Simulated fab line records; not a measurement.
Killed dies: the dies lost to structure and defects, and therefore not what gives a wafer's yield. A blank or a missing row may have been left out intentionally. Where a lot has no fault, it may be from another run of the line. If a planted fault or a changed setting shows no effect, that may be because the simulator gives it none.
Matching of chambers | flow nandHarc | rieDiel-11 running NHARC_A_CONTACT_ETCH_31: 4 sister chambers
The step etches the open film in O2/COS, target depth 2800 nm, time 728 s. 14 wafers are shown with their chamber, then 6 later ones without.

EACH WAFER AND ITS CHAMBER
wafer  | chamber | drypumpMotorCurrentA (A) | oesProductAu (a.u.) | rfVppV (V)
L706.4 | 1       | 6.1                      | 0.982               | 316.3
L706.5 | 1       | 6.1                      | 0.980               | 314.5
L706.6 | 0       | 5.2                      | 0.999               | 316.1
L708.2 | 0       | 5.2                      | 0.998               | 315.9
L708.3 | 1       | 6.1                      | 0.983               | 314.2
L708.6 | 1       | 6.1                      | 0.978               | 314.8
L711.1 | 2       | 5.9                      | 1.004               | 312.4
L711.4 | 3       | 6.6                      | 0.998               | 316.4
L711.5 | 3       | 6.6                      | 1.001               | 316.1
L710.1 | 0       | 5.1                      | 0.994               | 314.7
L710.4 | 3       | 6.6                      | 1.007               | 315.7
L710.6 | 2       | 5.9                      | 1.003               | 313.5
L713.3 | 2       | 5.9                      | 0.998               | 309.8
L713.4 | 1       | 6.1                      | 0.993               | 315.4

SIGNATURES, as means of the wafers listed above
reading              | chamber 0 | chamber 1 | chamber 2 | chamber 3 | scatter within a chamber
drypumpMotorCurrentA | 5.167     | 6.100     | 5.900     | 6.600     | 0.0258
oesProductAu         | 0.99700   | 0.98320   | 1.00167   | 1.00200   | 0.0046
rfVppV               | 315.567   | 315.040   | 311.900   | 316.067   | 1.07
Rule: a wafer lies at a distance from a chamber equal to the root of the sum of squares, over the readings, of (its reading less the chamber's mean, divided by the reading's scatter). The wafer belongs to the nearest chamber; if the next one is less than 2 further off, it can't be placed. The scatter: take each reading less its chamber's mean, square it, sum over the shown wafers, divide by the number of wafers less the number of chambers, and take the root.

WAFERS MISSING THEIR CHAMBER
wafer  | drypumpMotorCurrentA (A) | oesProductAu (a.u.) | rfVppV (V)
L713.6 | 5.9                      | 0.992               | 311.2
L717.3 | 5.9                      | 1.001               | 312.1
L717.5 | 5.2                      | 0.993               | 314.6
L717.6 | 6.6                      | 1.000               | 317.7
L722.4 | 5.2                      | 1.002               | 314.3
L724.3 | 6.6                      | 0.991               | 317.6

WHICH CHAMBER EACH WENT THROUGH
wafer  | from the rows above | in truth
L713.6 | 2                   | 2
L717.3 | 2                   | 2
L717.5 | 0                   | 0
L717.6 | 3                   | 3
L722.4 | 0                   | 0
L724.3 | 3                   | 3
6 of 6 placed correctly. Number that these rows cannot place: 0. Number placed wrongly: 0.
